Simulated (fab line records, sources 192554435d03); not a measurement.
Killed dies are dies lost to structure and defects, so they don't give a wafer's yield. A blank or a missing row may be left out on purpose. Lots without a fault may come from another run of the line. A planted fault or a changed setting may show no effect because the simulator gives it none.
Split-lot experiment | flow n5_finfet | 7 lots, 39 wafers read, on a route of 1938 steps

THE SPLIT
At N5_BEOL_M8_ETCH_62 (etches SOC in N2/H2, target depth 110 nm, overetch 22 nm, time 165 s), the setting time_s was moved away from the recipe's 165 s on 18 of the 39 wafers read, by -49.1% to +44.4%. The other wafers ran this setting at the recipe's value.

The reading is taken at the split's own step.

THE READING
SiARC_of_BEOL_M8_COAT_60.thk_nm (the simulator's own value, which no gauge read), in nm, at N5_BEOL_M8_ETCH_62 (etches SOC in N2/H2, target depth 110 nm, overetch 22 nm, time 165 s). The file gives no usual value for it. The 21 wafers here that ran the recipe average 28.5 nm, standard deviation 0.22 nm.

wafer  | tool, chamber at the split | time_s as run, s | against the recipe | SiARC_of_BEOL_M8_COAT_60.thk_nm, nm | against lot-mates on the recipe
L074.1 | rie_diel-04, 0             | 97               | -41.2%             | 31.2                                | +2.9
L074.2 | rie_diel-04, 1             | 97               | -41.2%             | 31                                  | +2.7
L074.3 | rie_diel-04, 2             | 165              | recipe             | 28.4                                | -
L074.4 | rie_diel-04, 3             | 97               | -41.2%             | 30.8                                | +2.5
L074.5 | rie_diel-04, 2             | 165              | recipe             | 28.2                                | -
L074.6 | rie_diel-04, 1             | 165              | recipe             | 28.4                                | -
L078.1 | rie_diel-06, 0             | 165              | recipe             | 28.4                                | -
L078.2 | rie_diel-06, 2             | 122.2            | -25.9%             | 30.2                                | +1.7
L078.3 | rie_diel-06, 3             | 122.2            | -25.9%             | 30                                  | +1.5
L078.4 | rie_diel-06, 1             | 165              | recipe             | 28.8                                | -
L078.5 | rie_diel-06, 3             | 165              | recipe             | 28.2                                | -
L078.6 | rie_diel-06, 0             | 122.2            | -25.9%             | 30.2                                | +1.7
L081.1 | rie_diel-06, 3             | 165              | recipe             | 28.2                                | -
L081.2 | rie_diel-06, 0             | 83.96            | -49.1%             | 31.6                                | +3.1
L081.3 | rie_diel-06, 2             | 165              | recipe             | 28.6                                | -
L081.4 | rie_diel-06, 1             | 165              | recipe             | 28.8                                | -
L081.5 | rie_diel-06, 1             | 83.96            | -49.1%             | 32                                  | +3.5
L081.6 | rie_diel-06, 0             | 83.96            | -49.1%             | 31.8                                | +3.3
L080.1 | rie_diel-04, 2             | 238.3            | +44.4%             | 25.4                                | -3.1
L080.2 | rie_diel-04, 1             | 238.3            | +44.4%             | 25.6                                | -2.9
L080.3 | rie_diel-04, 3             | 165              | recipe             | 28.2                                | -
L080.4 | rie_diel-04, 0             | 165              | recipe             | 28.8                                | -
L080.5 | rie_diel-04, 2             | 238.3            | +44.4%             | 25.6                                | -2.9
L080.6 | rie_diel-04, 1             | 165              | recipe             | 28.6                                | -
L082.3 | rie_diel-06, 3             | 165              | recipe             | 28.6                                | -
L082.4 | rie_diel-06, 1             | 165              | recipe             | 28.8                                | -
L082.5 | rie_diel-06, 0             | 165              | recipe             | 28.6                                | -
L083.1 | rie_diel-02, 2             | 165              | recipe             | 28.4                                | -
L083.2 | rie_diel-02, 3             | 165              | recipe             | 28.2                                | -
L083.3 | rie_diel-02, 0             | 165              | recipe             | 28.6                                | -
L083.4 | rie_diel-02, 1             | 95.71            | -42.0%             | 31.4                                | +3.0
L083.5 | rie_diel-02, 3             | 95.71            | -42.0%             | 31.2                                | +2.8
L083.6 | rie_diel-02, 2             | 95.71            | -42.0%             | 31.2                                | +2.8
L097.1 | rie_diel-02, 0             | 229.9            | +39.3%             | 26.2                                | -2.2
L097.2 | rie_diel-02, 2             | 165              | recipe             | 28.4                                | -
L097.3 | rie_diel-02, 1             | 229.9            | +39.3%             | 26.4                                | -2.0
L097.4 | rie_diel-02, 3             | 165              | recipe             | 28.2                                | -
L097.5 | rie_diel-02, 1             | 165              | recipe             | 28.6                                | -
L097.6 | rie_diel-02, 0             | 229.9            | +39.3%             | 26.2                                | -2.2

THE FIT
A straight line over all 39 wafers: SiARC_of_BEOL_M8_COAT_60.thk_nm changes by -0.0639 nm for each +1% of time_s; r = -0.99; the points scatter about the line by 0.22 nm.
The same after taking each lot's own level away (the mean of its wafers on the recipe; 39 wafers): -0.0644 nm for each +1%; r = -0.99; scatter 0.21 nm.
On that fit, the largest move of time_s shifts the reading by 3.2 nm.
The lots' own levels span 28.33 to 28.67 nm, that is 1.5 times the standard deviation above.
So the lot-to-lot level changes the slope little: the two slopes agree.
Check: with one of the wafers moved furthest among these (-49.1%) left out of the fit, the line predicts +3.22 nm for it against its lot-mates. It came out at +3.07 nm against them.

OTHER SPLITS ON THESE WAFERS
These wafers also went through other splits before the reading. Each is held against what the fit with the lots' levels taken away leaves over:
other split on the same wafers           | wafers away from the commonest value | r with SiARC_of_BEOL_M8_COAT_60.thk_nm (lot level and that fit taken away)
N5_BEOL_M2_TRENCH_ETCH_37 target_depth_a | 15                                   | +0.06
N5_BEOL_M4_ILD_DEP_00 time_s             | 15                                   | -0.35
N5_BEOL_M6_HM_DEP_02 target_thk_a        | 9                                    | +0.06

THE WHOLE CHAIN: every reading that the file lists as answering this split, in the file's order
step               | what it does                                                         | reading                                                                          | change (the file's fit)                                                              | r (the file's)
N5_BEOL_M8_ETCH_62 | etches SOC in N2/H2, target depth 110 nm, overetch 22 nm, time 165 s | etch.depth_nm (the simulator's own value, which no gauge read)                   | not straight: 65.16 at the lowest setting, 100.2 at the recipe, 100.6 at the highest | not given
N5_BEOL_M8_ETCH_62 | etches SOC in N2/H2, target depth 110 nm, overetch 22 nm, time 165 s | SiARC_of_BEOL_M8_COAT_60.thk_nm (the simulator's own value, which no gauge read) | -0.0647 nm for each +1% of the setting                                               | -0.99

THE FILE'S OWN FIT
SiARC_of_BEOL_M8_COAT_60.thk_nm changes by -0.0647 nm for each +1% of time_s, r = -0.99.
